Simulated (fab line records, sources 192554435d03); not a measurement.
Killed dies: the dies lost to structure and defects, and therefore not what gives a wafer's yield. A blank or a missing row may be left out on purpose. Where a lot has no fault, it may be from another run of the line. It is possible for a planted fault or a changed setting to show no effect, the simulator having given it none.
The same fault as seen by 3 desks + flow n5_finfet + every desk sees just its own numbers, and what lay behind them comes last

## DESK OF THE TOOL OWNER: vapor_etch-01
The tool's own readings at N5_STI_FIN_REVEAL_RECESS_09 (chemistry HF/NH3, target SiO2, afs cycles 11, target depth 42.5 nm, sublimation time 60 s): means of the sampled wafers that have a number, for each lot that ran on this tool. Any lot whose mean is over 4 standard deviations away from the usual mean is out of limits and marked OUT; that distance is given in the brackets.
Columns: A = drypump_motor_current_A at N5_STI_FIN_REVEAL_RECESS_09, usual 5.5 A
| lot  | first seen here | A   |
|------|-----------------|-----|
| L213 | day 3 06:45     | 5.5 |
| L217 | day 4 08:17     | 5.8 |
| L218 | day 4 11:31     | 5.5 |
| L221 | day 5 10:46     | 5.7 |
| L222 | day 5 13:29     | 6.1 |
| L227 | day 6 16:23     | 5.7 |
Result from this desk: across the 6 lots, nothing is out of limits.

## THE DEFECT DESK
For each lot, the counts of the inspections along the route, averaged over the sampled wafers that have a number. Any lot whose mean is over 4 standard deviations away from the usual mean is out of limits and marked OUT; that distance is given in the brackets.
Columns: A = raw_defect_count at N5_FIN_CUT_INSPECT_17, usual 221
| lot  | first seen here | A   |
|------|-----------------|-----|
| L210 | day 2 03:05     | 153 |
| L213 | day 3 00:49     | 276 |
| L216 | day 3 18:43     | 175 |
| L217 | day 4 00:10     | 197 |
| L218 | day 4 05:22     | 225 |
| L221 | day 5 03:41     | 218 |
| L222 | day 5 07:32     | 266 |
| L227 | day 6 09:50     | 340 |
| L231 | day 7 11:39     | 176 |
| L232 | day 7 19:07     | 324 |
Result from this desk: across the 10 lots, nothing is out of limits.

## AT THE METROLOGY DESK
What the gauges read for every lot (on any tool): the sampled wafers with a number, averaged. Any lot whose mean is over 4 standard deviations away from the usual mean is out of limits and marked OUT; that distance is given in the brackets. Readings shown: 7 out of 11 (the first out of limits, and those lying furthest out on some lot).
Columns: A = trench_depth_nm at N5_STI_FIN_REVEAL_FIN_H_MEAS_10, usual 51.8 nm; B = DIBL_P at N5_BEOL_M4_RC_MEAS_101, usual 36.3 mV/V; C = IOFF_N at N5_BEOL_M4_RC_MEAS_101, usual 0.154 nA/um; D = IOFF_P at N5_BEOL_M4_RC_MEAS_101, usual 0.21 nA/um; E = SS_N at N5_BEOL_M4_RC_MEAS_101, usual 71.4 mV/dec; F = VT_N at N5_BEOL_M4_RC_MEAS_101, usual 250.4 mV; G = VT_P at N5_BEOL_M4_RC_MEAS_101, usual -250 mV
| lot  | first seen here | A               | B    | C     | D    | E    | F     | G    |
|------|-----------------|-----------------|------|-------|------|------|-------|------|
| L210 | day 2 11:43     | 51.7            | 35.9 | 0.147 | 0.18 | 71.8 | 252.2 | -255 |
| L213 | day 3 10:54     | 53.2            | 35.2 | 0.133 | 0.20 | 70.8 | 254.0 | -250 |
| L216 | day 4 04:07     | 51.9            | 36.9 | 0.153 | 0.21 | 71.6 | 249.9 | -250 |
| L217 | day 4 11:09     | 51.4            | 35.5 | 0.155 | 0.25 | 71.0 | 249.3 | -246 |
| L218 | day 4 14:13     | 51.1            | 38.0 | 0.186 | 0.27 | 71.9 | 247.5 | -245 |
| L221 | day 5 13:35     | 72.1 (+26) OUT  | 35.8 | 0.159 | 0.23 | 72.0 | 250.9 | -250 |
| L222 | day 5 16:14     | 59.3 (+9.8) OUT | 34.9 | 0.151 | 0.23 | 71.6 | 249.9 | -246 |
| L227 | day 6 18:40     | 62.2 (+13) OUT  | 35.0 | 0.162 | 0.19 | 70.7 | 248.1 | -251 |
| L231 | day 7 20:33     | 51.7            | 36.5 | 0.148 | 0.21 | 71.3 | 251.4 | -249 |
| L232 | day 8 03:48     | 50.6            | 37.6 | 0.176 | 0.24 | 71.9 | 249.9 | -247 |
Finding of this desk: L221, L222, L227 out of limits; the first was L221 at day 5 13:35, on trench_depth_nm at N5_STI_FIN_REVEAL_FIN_H_MEAS_10. In limits: L210, L213, L216, L217, L218, L231, L232.

## TAKEN TOGETHER
At day 5 13:35 the metrology desk could have sounded an alarm, on L221, L222, L227.
The tool owner's desk saw nothing out of limits.
No out-of-limits result turned up at the defect desk.
The tool owner's desk has L221, L222, L227 on record, within its limits.
The defect desk has L221, L222, L227 on record, within its limits.
All the named lots went through N5_STI_FIN_REVEAL_RECESS_09 on vapor_etch-01.

## WHAT WAS PUT IN BY THE SIMULATOR
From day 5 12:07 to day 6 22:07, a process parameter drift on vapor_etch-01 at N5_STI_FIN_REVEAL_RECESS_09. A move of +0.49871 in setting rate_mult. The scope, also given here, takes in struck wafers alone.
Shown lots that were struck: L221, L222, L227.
Delay in hours, fault start to first out-of-limits reading, per desk: metrology desk 1.
